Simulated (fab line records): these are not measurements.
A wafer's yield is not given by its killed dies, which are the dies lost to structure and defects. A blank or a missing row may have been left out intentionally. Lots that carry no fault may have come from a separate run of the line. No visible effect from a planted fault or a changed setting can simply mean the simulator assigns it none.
Split-lot experiment + flow n5 finfet + 7 lots, 39 wafers read, on a route of 1938 steps

THE SPLIT
At N5_BEOL_M12_TRENCH_ETCH_34 (etches SiOC in C4F8/O2/Ar, target depth 318.95 nm, time 125.5 s), the setting time s was moved away from the recipe's 125.5 s on 18 of the 39 wafers read, by -32.9% to +58.0%. For the rest of the wafers, this setting stayed at what the recipe calls for.

FROM THE SPLIT TO THE READING: what the file shows between them, 7 steps
- N5_BEOL_M12_STRIP_70: strips in C4F8/O2/Ar
- N5_BEOL_M12_OCD_MEAS_35
- N5_BEOL_M12_STRIP_37: strips in N2/H2
- N5_BEOL_M12_ETCH_38: etches SiCN in CF4/N2, target depth 68.7 nm, time 73.4 s
- N5_BEOL_M12_ECD_47: material Cu, target thk 720 nm
- N5_BEOL_M12_ANNEAL_48: time 90 s
- N5_BEOL_M12_CMP_49: polishes, stops on SiOC, t overpolish 20.6 s, target thk 320 nm

THE READING
M12_THK, in nm, at N5_BEOL_M12_THK_MEAS_50 (measures by xrf). Typical for fault-free wafers on this fab line: 322 nm, with standard deviation 4.5 nm.

| wafer  | tool, chamber at the split | time s as run, s | against the recipe | M12_THK, nm | against lot-mates on the recipe |
|--------|----------------------------|------------------|--------------------|-------------|---------------------------------|
| L074.1 | rie diel-04, 0             | 198.3            | +58.0%             | 505         | +185                            |
| L074.2 | rie diel-04, 2             | 198.3            | +58.0%             | 495         | +175                            |
| L074.3 | rie diel-04, 1             | 198.3            | +58.0%             | 508         | +188                            |
| L074.4 | rie diel-04, 3             | 125.5            | recipe             | 319         | -                               |
| L074.5 | rie diel-04, 1             | 125.5            | recipe             | 319         | -                               |
| L074.6 | rie diel-04, 0             | 125.5            | recipe             | 323         | -                               |
| L076.1 | rie diel-03, 2             | 183.1            | +45.9%             | 451         | +135                            |
| L076.2 | rie diel-03, 1             | 125.5            | recipe             | 317         | -                               |
| L076.3 | rie diel-03, 3             | 125.5            | recipe             | 315         | -                               |
| L076.4 | rie diel-03, 2             | 183.1            | +45.9%             | 451         | +135                            |
| L076.5 | rie diel-03, 3             | 125.5            | recipe             | 317         | -                               |
| L076.6 | rie diel-03, 1             | 183.1            | +45.9%             | 465         | +149                            |
| L078.1 | rie diel-02, 3             | 125.5            | recipe             | 324         | -                               |
| L078.2 | rie diel-02, 0             | 125.5            | recipe             | 328         | -                               |
| L078.3 | rie diel-02, 2             | 125.5            | recipe             | 329         | -                               |
| L078.4 | rie diel-02, 1             | 154.5            | +23.1%             | 396         | +69                             |
| L078.5 | rie diel-02, 1             | 154.5            | +23.1%             | 397         | +70                             |
| L078.6 | rie diel-02, 0             | 154.5            | +23.1%             | 399         | +72                             |
| L095.1 | rie diel-02, 1             | 125.5            | recipe             | 325         | -                               |
| L095.2 | rie diel-02, 0             | 152.3            | +21.4%             | 392         | +65                             |
| L095.3 | rie diel-02, 3             | 152.3            | +21.4%             | 392         | +65                             |
| L095.4 | rie diel-02, 2             | 125.5            | recipe             | 330         | -                               |
| L095.5 | rie diel-02, 0             | 125.5            | recipe             | 325         | -                               |
| L095.6 | rie diel-02, 3             | 152.3            | +21.4%             | 391         | +64                             |
| L092.1 | rie diel-02, 1             | 174.3            | +38.9%             | 452         | +128                            |
| L092.2 | rie diel-02, 2             | 125.5            | recipe             | 326         | -                               |
| L092.3 | rie diel-02, 3             | 125.5            | recipe             | 323         | -                               |
| L092.4 | rie diel-02, 1             | 125.5            | recipe             | 324         | -                               |
| L092.5 | rie diel-02, 2             | 174.3            | +38.9%             | 462         | +138                            |
| L092.6 | rie diel-02, 3             | 174.3            | +38.9%             | 451         | +127                            |
| L097.1 | rie diel-03, 1             | 125.5            | recipe             | 318         | -                               |
| L097.3 | rie diel-03, 3             | 125.5            | recipe             | 320         | -                               |
| L097.6 | rie diel-03, 0             | 125.5            | recipe             | 329         | -                               |
| L086.1 | rie diel-03, 3             | 84.15            | -32.9%             | 210         | -110                            |
| L086.2 | rie diel-03, 0             | 125.5            | recipe             | 322         | -                               |
| L086.3 | rie diel-03, 1             | 84.15            | -32.9%             | 213         | -107                            |
| L086.4 | rie diel-03, 3             | 125.5            | recipe             | 314         | -                               |
| L086.5 | rie diel-03, 0             | 125.5            | recipe             | 325         | -                               |
| L086.6 | rie diel-03, 1             | 84.15            | -32.9%             | 214         | -106                            |

THE FIT
A straight line over all 39 wafers: M12_THK changes by +3.16 nm for each +1% of time s; r = +1.00; the points scatter about the line by 6.6 nm.
The same after taking each lot's own level away (the mean of its wafers on the recipe; 39 wafers): +3.17 nm for each +1%; r = +1.00; scatter 4.8 nm.
According to that fit, moving time s by its largest amount changes the reading by 1.8e+02 nm.
The span of the lots' own levels, 316.3 to 327.0 nm, comes to 2.4 times the standard deviation stated above.
Consequently the slope shifts little with the lot-to-lot level, the two slopes agreeing.
Check: for one of the wafers moved furthest among these (+58.0%), held out of the fit, the line's prediction against its lot-mates is +183 nm. Against them it came out at +185 nm.

THE WHOLE CHAIN: every reading that the file lists as answering this split, in the file's order
| step                       | what it does                                                    | reading                                                                       | change (the file's fit)                                                                 | r (the file's) |
|----------------------------|-----------------------------------------------------------------|-------------------------------------------------------------------------------|-----------------------------------------------------------------------------------------|----------------|
| N5_BEOL_M12_TRENCH_ETCH_34 | etches SiOC in C4F8/O2/Ar, target depth 318.95 nm, time 125.5 s | etch.depth nm (the simulator's own value, which no gauge read)                | +3.14 nm for each +1% of the setting                                                    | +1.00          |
| N5_BEOL_M12_OCD_MEAS_35    |                                                                 | trench depth nm                                                               | +3.14 nm for each +1% of the setting                                                    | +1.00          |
| N5_BEOL_M12_CMP_49         | polishes, stops on SiOC, t overpolish 20.6 s, target thk 320 nm | Cu_of_BEOL_M12_ECD_47.thk nm (the simulator's own value, which no gauge read) | +3.15 nm for each +1% of the setting                                                    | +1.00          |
| N5_BEOL_M12_THK_MEAS_50    | measures by xrf                                                 | M12_THK                                                                       | +3.16 for each +1% of the setting                                                       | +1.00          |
| N5_BEOL_M12_RS_MEAS_54     | measures by four-point-probe                                    | M12_RS                                                                        | not straight: 0.0930 at the lowest setting, 0.0598 at the recipe, 0.0374 at the highest | not given      |

FILE'S OWN FIT
M12_THK changes by +3.16 nm for each +1% of time s, r = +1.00.
